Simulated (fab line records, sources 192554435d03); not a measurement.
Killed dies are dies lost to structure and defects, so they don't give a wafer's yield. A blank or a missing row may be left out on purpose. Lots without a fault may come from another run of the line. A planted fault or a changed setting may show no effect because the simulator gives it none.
Chamber matching | flow n5_finfet | N5_DUMMY_GATE_TRIM_49 on rie_si-04: 4 sister chambers
The step chemistry O2, time 29 s, target cd 14 nm. 22 wafers are shown with their chamber, then 11 later ones without.

WAFERS WITH THEIR CHAMBER
wafer  | chamber | drypump_motor_current_A (A) | he_backside_leak_sccm (sccm) | throttle_valve_pct (%)
L074.1 | 3       | 6.6                         | 2.9                          | 8.39
L074.2 | 1       | 5.7                         | 3.7                          | 8.49
L074.3 | 0       | 5.5                         | 2.6                          | 8.37
L076.3 | 3       | 6.6                         | 2.7                          | 8.38
L076.4 | 0       | 5.5                         | 2.7                          | 8.37
L076.5 | 2       | 5.5                         | 3.3                          | 8.36
L081.2 | 0       | 5.5                         | 2.8                          | 8.37
L081.3 | 3       | 6.6                         | 2.7                          | 8.39
L081.5 | 2       | 5.5                         | 3.2                          | 8.34
L083.1 | 3       | 6.6                         | 2.7                          | 8.39
L083.3 | 2       | 5.6                         | 3.3                          | 8.38
L083.4 | 1       | 5.7                         | 3.7                          | 8.48
L085.1 | 0       | 5.5                         | 2.7                          | 8.38
L085.2 | 1       | 5.7                         | 3.8                          | 8.48
L085.3 | 3       | 6.6                         | 2.7                          | 8.38
L087.2 | 1       | 5.7                         | 3.7                          | 8.49
L087.3 | 3       | 6.6                         | 2.7                          | 8.39
L087.4 | 0       | 5.5                         | 2.6                          | 8.38
L088.3 | 3       | 6.6                         | 2.8                          | 8.40
L088.4 | 0       | 5.5                         | 2.6                          | 8.38
L088.5 | 1       | 5.7                         | 3.9                          | 8.50
L092.1 | 1       | 5.7                         | 3.9                          | 8.50

SIGNATURES (means of the wafers above)
reading                 | chamber 0 | chamber 1 | chamber 2 | chamber 3 | scatter within a chamber
drypump_motor_current_A | 5.500     | 5.700     | 5.533     | 6.600     | 0.0192
he_backside_leak_sccm   | 2.667     | 3.783     | 3.267     | 2.743     | 0.0835
throttle_valve_pct      | 8.3750    | 8.4900    | 8.3600    | 8.3886    | 0.00953
Rule: a wafer's distance from a chamber is the root of the sum, over the readings, of the square of ((its reading less the chamber's mean) divided by the reading's scatter). The wafer belongs to the nearest chamber; if the next one is less than 2 further off, it can't be placed. The scatter: the root of (the sum of the squares of (reading less its chamber's mean) over the shown wafers, divided by (wafers less chambers)).

WAFERS WITHOUT THEIR CHAMBER
wafer  | drypump_motor_current_A (A) | he_backside_leak_sccm (sccm) | throttle_valve_pct (%)
L092.3 | 5.5                         | 3.3                          | 8.36
L092.4 | 5.5                         | 2.7                          | 8.38
L093.2 | 6.6                         | 2.7                          | 8.39
L093.4 | 5.7                         | 4.1                          | 8.49
L093.6 | 5.5                         | 2.6                          | 8.37
L094.2 | 5.5                         | 2.6                          | 8.35
L094.3 | 6.6                         | 2.6                          | 8.38
L094.5 | 5.7                         | 3.5                          | 8.48
L095.1 | 6.6                         | 2.9                          | 8.42
L095.4 | 5.7                         | 3.8                          | 8.51
L095.6 | 5.5                         | 2.7                          | 8.39

WHICH CHAMBER EACH WENT THROUGH
wafer  | from the rows above | in truth
L092.3 | 2                   | 2
L092.4 | 0                   | 0
L093.2 | 3                   | 3
L093.4 | 1                   | 1
L093.6 | 0                   | 0
L094.2 | 0                   | 0
L094.3 | 3                   | 3
L094.5 | 1                   | 1
L095.1 | 3                   | 3
L095.4 | 1                   | 1
L095.6 | 0                   | 0
Placed correctly: 11 of 11. Can't be placed from these rows: 0. Placed wrongly: 0.
